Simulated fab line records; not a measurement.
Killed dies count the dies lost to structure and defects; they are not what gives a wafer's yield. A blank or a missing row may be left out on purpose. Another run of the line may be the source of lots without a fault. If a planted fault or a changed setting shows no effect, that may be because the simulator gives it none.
Which of the tools did it? | flow n5-finfet | 12 lots with 36 wafers sampled at 2 steps, on a route of 1938 steps

== WHAT THE GAUGES SHOWED, per wafer ==
N5_BEOL_M1_OVL_MEAS_29.
lot  | measured     | on         | V0_OVL (nm)
L075 | day 6 10:01  | overlay-01 | -0.2 0.5 0.0
L078 | day 6 21:14  | overlay-01 | -0.4 -0.6 0.0
L079 | day 7 08:30  | overlay-01 | 0.2 -0.8 -0.2
L081 | day 8 00:44  | overlay-01 | -0.1 -0.1 0.0
L084 | day 8 08:19  | overlay-01 | -1.2 -1.6 -0.5
L085 | day 8 19:05  | overlay-01 | 0.2 -0.1 -0.5
L087 | day 9 07:43  | overlay-02 | -1.2 -1.5 -0.4
L089 | day 10 00:10 | overlay-02 | -0.5 -1.5 -0.8
L091 | day 10 04:35 | overlay-01 | -0.8 -0.8 -0.2
L093 | day 11 03:46 | overlay-02 | -0.4 -1.0 -2.2
L094 | day 11 13:33 | overlay-02 | -1.1 0.3 0.1
L097 | day 12 04:41 | overlay-02 | -1.3 0.4 -0.3

== WHAT TOOL EACH LOT RAN ON (gives the tool, then ch and the chambers of the sampled wafers, and finally the start) ==
lot  | N5_BEOL_M1_STRIP_19
L075 | rie-diel-04 ch 1,2, day 6 09:28
L078 | rie-diel-03 ch 0,3, day 6 20:41
L079 | rie-diel-04 ch 1,2, day 7 08:04
L081 | rie-diel-01 ch 0,1,3, day 8 00:19
L084 | rie-diel-03 ch 1,3, day 8 07:53
L085 | rie-diel-04 ch 0,1,2, day 8 18:32
L087 | rie-diel-03 ch 1,2,3, day 9 07:18
L089 | rie-diel-01 ch 0,1,3, day 9 23:38
L091 | rie-diel-03 ch 1,2, day 10 04:10
L093 | rie-diel-01 ch 1,2,3, day 11 03:21
L094 | rie-diel-03 ch 1,2,3, day 11 13:08
L097 | rie-diel-04 ch 0,1,3, day 12 04:16
- N5_BEOL_M1_STRIP_19: strips in O2.

== THE ANSWER, worked out from the rows above alone ==
Rule: what is usual is taken from the lots themselves. Put in order of their means at a reading, lots are off if they are a third of the lots or fewer, leave a main group of 4 or more, and stand apart from it by a gap of 3 or more times the standard deviation of the main group's means; of several such gaps the widest counts. A main group is skipped when, at the precision printed for the reading in the tables above, its means are all equal. Also off: a lot with no number at a reading for which 4 or more lots have one. Any other lot the step has rows for is counted as sound.
Across all readings shown, no lot is off: no conclusion can be drawn from this.

== WHAT THE SIMULATOR HAD INSERTED ==
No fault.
